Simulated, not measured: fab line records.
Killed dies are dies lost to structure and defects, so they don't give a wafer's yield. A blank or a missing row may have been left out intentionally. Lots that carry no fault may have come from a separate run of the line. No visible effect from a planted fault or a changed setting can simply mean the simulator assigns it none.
Comparing a struck lot with a sound one    flow n5Finfet    15 out of 1938 route steps
Sound: wafers L406.3, L406.5, L406.6. Struck: wafer L411.6 (L411.1, L411.5, from the same lot, were not struck and are left out); the cause is given at the end.
For every step that has rows: the tool of each side, followed by ch and its chambers, followed by its first start. Under that, the readings that differ: sound wafers    struck wafers    difference of the means    sigmas: that difference in standard deviations of wafers without a fault.
alike: readings with means less than 2 such deviations apart, plus words and numbers identical on both sides. not compared: withheld readings, readings lacking a value on some wafer, bounds such as >300 that could conceal the same value, and numbers that have no deviation in the record and whose values overlap.
A row with sigmas, a row that says differs or no value, or rows on one side alone: a step with any of these is where the two part. Non-overlapping numbers with no deviation appear without sigmas and do not part them. A reading missing from all wafers of one side parts the sides only when that side holds two or more wafers.

first, 2 steps without rows for these wafers: N5_DUMMY_GATE_STRIP_38 (strips in N2/H2); N5_DUMMY_GATE_STRIP_39 (strips in N2/H2).
N5_DUMMY_GATE_TRIM_49: chemistry O2, time 29 s, target cd 14 nm.
  sound on rieSi-03 ch 2,3, day 3 11:34; struck on rieSi-03 ch 3, day 4 17:37
  alike: drypumpMotorCurrentA, oesProductAu, tempC, throttleValvePct
  not compared: rfHoursCounterH
N5_DUMMY_GATE_STRIP_40: strips in CF4.
  sound on rieDiel-02 ch 0,1,2, day 3 11:41; struck on rieDiel-04 ch 0, day 4 17:43
  alike: cf4FlowSccm, drypumpMotorCurrentA, oesProductAu, rfVppV, showerheadPlenumPTorr, throttleValvePct
  not compared: rfHoursCounterH
N5_DUMMY_GATE_CD_MEAS_50: the cd target is 14 nm.
  sound on cdSem-02 at day 3 11:44; struck on cdSem-01 at day 4 17:46
reading    sound           struck  difference  sigmas
cdNm (nm)  13.8 14.0 14.0  14.7    +0.8        +2
then, 3 steps without rows for these wafers: N5_DUMMY_GATE_ETCH_31 (etches SiO2 in C4F6/O2, target depth 82.5 nm, time 27.5 s); N5_DUMMY_GATE_STRIP_41 (strips in O2); N5_DUMMY_GATE_HM_OPEN_21 (chemistry CH3F/O2, target SiNx, target depth 120 nm, time 171.4 s).
N5_DUMMY_GATE_ETCH_32: etches SiO2 in CF4, target depth 3.5 nm, time 3.9 s.
  sound on rieSi-02 ch 1,2, day 3 12:01; struck on rieSi-02 ch 2, day 4 18:12
  alike: cf4FlowSccm, drypumpMotorCurrentA, oesProductAu, throttleValvePct
  not compared: rfHoursCounterH
then, 1 step without rows for these wafers: N5_DUMMY_GATE_ETCH_23 (etches poly-Si in HBr/Cl2/O2, target depth 41 nm, time 22.3 s).
N5_DUMMY_GATE_ETCH_44: etches poly-Si in HBr/O2, stops on SiO2, target depth 127.5 nm.
  sound on rieSi-02 ch 1,2, day 3 12:07; struck on rieSi-02 ch 2, day 4 18:17
  alike: drypumpMotorCurrentA, oesProductAu, throttleValvePct
  not compared: rfHoursCounterH
N5_DUMMY_GATE_CD_MEAS_24: the cd target is 15 nm.
  sound on cdSem-02 at day 3 12:14; struck on cdSem-02 at day 4 18:23
  alike: cdNm
N5_DUMMY_GATE_ETCH_42: etches SiO2 in CHF3/O2, target depth 3.5 nm, time 31 s.
  sound on rieDiel-03 ch 0,1,3, day 3 12:16; struck on rieDiel-03 ch 3, day 4 18:26
reading                  sound              struck  difference  sigmas
oesProductAu (a.u.)      0.69 0.79 0.84     1.12    +0.35       +7
model.etch.depthNm (nm)  3.488 3.497 3.476  5.528   +2.041      
  alike: drypumpMotorCurrentA, rfVppV, showerheadPlenumPTorr, throttleValvePct
  not compared: rfHoursCounterH
N5_DUMMY_GATE_STRIP_48: strips in N2/H2, time 20 s.
  sound on rieDiel-03 ch 0,1,3, day 3 12:19; struck on rieDiel-03 ch 3, day 4 18:29
  alike: drypumpMotorCurrentA, oesProductAu, rfVppV, showerheadPlenumPTorr, tempC, throttleValvePct
  not compared: rfHoursCounterH
-- here the record skips 5 days between the struck wafers' starts before and after, leaving off in module DUMMY_GATE and picking up in module BEOL_M4 (first step shown: number 1111 of the route) --
N5_BEOL_M4_RC_MEAS_101:
  sound on prober-01 ch 0, day 8 11:26; struck on prober-02 ch 0, day 9 17:40
  alike: DIBL_N, DIBL_P, IOFF_N, IOFF_P, ION_N, ION_P, SS_N, SS_P, VT_N, VT_P

WHERE THEY PART
Earliest at N5_DUMMY_GATE_CD_MEAS_50; latest, in this record, at N5_DUMMY_GATE_ETCH_42. Later steps at which nothing parts them and some readings are alike: N5_DUMMY_GATE_STRIP_48, N5_BEOL_M4_RC_MEAS_101.

WHY: what the simulator had put in
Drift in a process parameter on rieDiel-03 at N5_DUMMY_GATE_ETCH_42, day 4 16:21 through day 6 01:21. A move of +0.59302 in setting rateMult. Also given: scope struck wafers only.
